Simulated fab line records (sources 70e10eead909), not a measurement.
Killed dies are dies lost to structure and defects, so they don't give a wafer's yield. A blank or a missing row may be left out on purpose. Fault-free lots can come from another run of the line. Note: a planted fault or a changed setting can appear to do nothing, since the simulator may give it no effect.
Shared-tool check | flow nandHarc | 4 lots and 12 wafers in the sample

## REASON IT WAS OPENED
At NHARC_END_SORT_01 the reading killedDies is flagged on 2 of 4 lots. No-fault wafers: 35, standard deviation 12.
Rule: a lot is flagged in two cases, either no wafer of it has a number, or all its wafers with numbers fall more than 4 standard deviations from that mean. The rest of the lots are taken to be sound.

lot  | measured     | on        | killedDies, wafer by wafer | flag
L619 | day 19 21:23 | prober-02 | 41 31 31                   | 
L624 | day 21 23:18 | prober-01 | 36 44 34                   | 
L635 | day 24 00:21 | prober-01 | 130 116 110                | FLAGGED
L633 | day 24 12:55 | prober-02 | 108 106 117                | FLAGGED
On average the flagged lots' numbers are 114, which is +80 against the usual, or +7 standard deviations.

## WHICH TOOL RAN EACH LOT
The record holds 4 process steps before the reading, out of a route of 1159 steps. Each cell gives the tool, then ch followed by the chambers the sampled wafers passed through, then the start.
lot  | flag    | NHARC_A_CONTACT_STRIP_82          | NHARC_THIN_TSV_STRIP_45             | NHARC_THIN_TSV_ANNEAL_52        | NHARC_THIN_TSV_ETCH_36
L619 |         | rieDiel-05 ch 0,1, day 17 07:05   | plasmaAsher-01 ch 0,1, day 19 01:55 | rtpAnneal-01 ch 0, day 19 04:49 | rieMetal-02 ch 0, day 19 07:32
L624 |         | rieDiel-13 ch 1,2,3, day 19 03:26 | plasmaAsher-02 ch 0,1, day 21 08:05 | rtpAnneal-01 ch 0, day 21 11:01 | rieMetal-03 ch 0,1, day 21 13:22
L635 | FLAGGED | rieDiel-06 ch 0,2,3, day 21 15:58 | plasmaAsher-02 ch 0,1, day 23 09:05 | rtpAnneal-02 ch 0, day 23 12:00 | rieMetal-02 ch 0,1, day 23 14:27
L633 | FLAGGED | rieDiel-06 ch 2,3, day 22 03:44   | plasmaAsher-01 ch 0,1, day 23 18:50 | rtpAnneal-02 ch 0, day 23 21:45 | rieMetal-03 ch 0,1, day 24 00:07
What the steps here do:
- NHARC_A_CONTACT_STRIP_82: strips in O2.
- NHARC_THIN_TSV_STRIP_45: strips in O2.
- NHARC_THIN_TSV_ANNEAL_52: time 90 s.
- NHARC_THIN_TSV_ETCH_36: etches the open film in Cl2/BCl3, target depth 65 nm, time 18.571 s.
- NHARC_END_SORT_01

## FLAGGED OVER TOTAL, TOOL BY TOOL (the gauges that took the reading come last)
step                     | tool           | lots run | flagged | share of the flagged lots | sound lots run after its first flagged lot
NHARC_A_CONTACT_STRIP_82 | rieDiel-05     | 1        | 0       | none                      | -
NHARC_A_CONTACT_STRIP_82 | rieDiel-06     | 2        | 2       | all                       | 0
NHARC_A_CONTACT_STRIP_82 | rieDiel-13     | 1        | 0       | none                      | -
NHARC_THIN_TSV_STRIP_45  | plasmaAsher-01 | 2        | 1       | some                      | 0
NHARC_THIN_TSV_STRIP_45  | plasmaAsher-02 | 2        | 1       | some                      | 0
NHARC_THIN_TSV_ANNEAL_52 | rtpAnneal-01   | 2        | 0       | none                      | -
NHARC_THIN_TSV_ANNEAL_52 | rtpAnneal-02   | 2        | 2       | all                       | 0
NHARC_THIN_TSV_ETCH_36   | rieMetal-02    | 2        | 1       | some                      | 0
NHARC_THIN_TSV_ETCH_36   | rieMetal-03    | 2        | 1       | some                      | 0
NHARC_END_SORT_01        | prober-01      | 2        | 1       | some                      | 0
NHARC_END_SORT_01        | prober-02      | 2        | 1       | some                      | 0

## WHAT THE TABLE ALLOWS
Table rows that saw every flagged lot: 2, namely rieDiel-06 at NHARC_A_CONTACT_STRIP_82 and rtpAnneal-02 at NHARC_THIN_TSV_ANNEAL_52.
- rieDiel-06 at NHARC_A_CONTACT_STRIP_82: 2 of its 2 lots flagged. It ran no sound lot before its first flagged lot in this sample, so the start can't be narrowed down.
- rtpAnneal-02 at NHARC_THIN_TSV_ANNEAL_52: 2 of its 2 lots flagged. It ran no sound lot before its first flagged lot in this sample, so the start can't be narrowed down.
These 2 tools cannot be told apart by counting lots, since each of them fits a fault that started at some hour. More lots, or a look at what each step does to the wafer, might.

## WHAT THE SIMULATOR PUT IN
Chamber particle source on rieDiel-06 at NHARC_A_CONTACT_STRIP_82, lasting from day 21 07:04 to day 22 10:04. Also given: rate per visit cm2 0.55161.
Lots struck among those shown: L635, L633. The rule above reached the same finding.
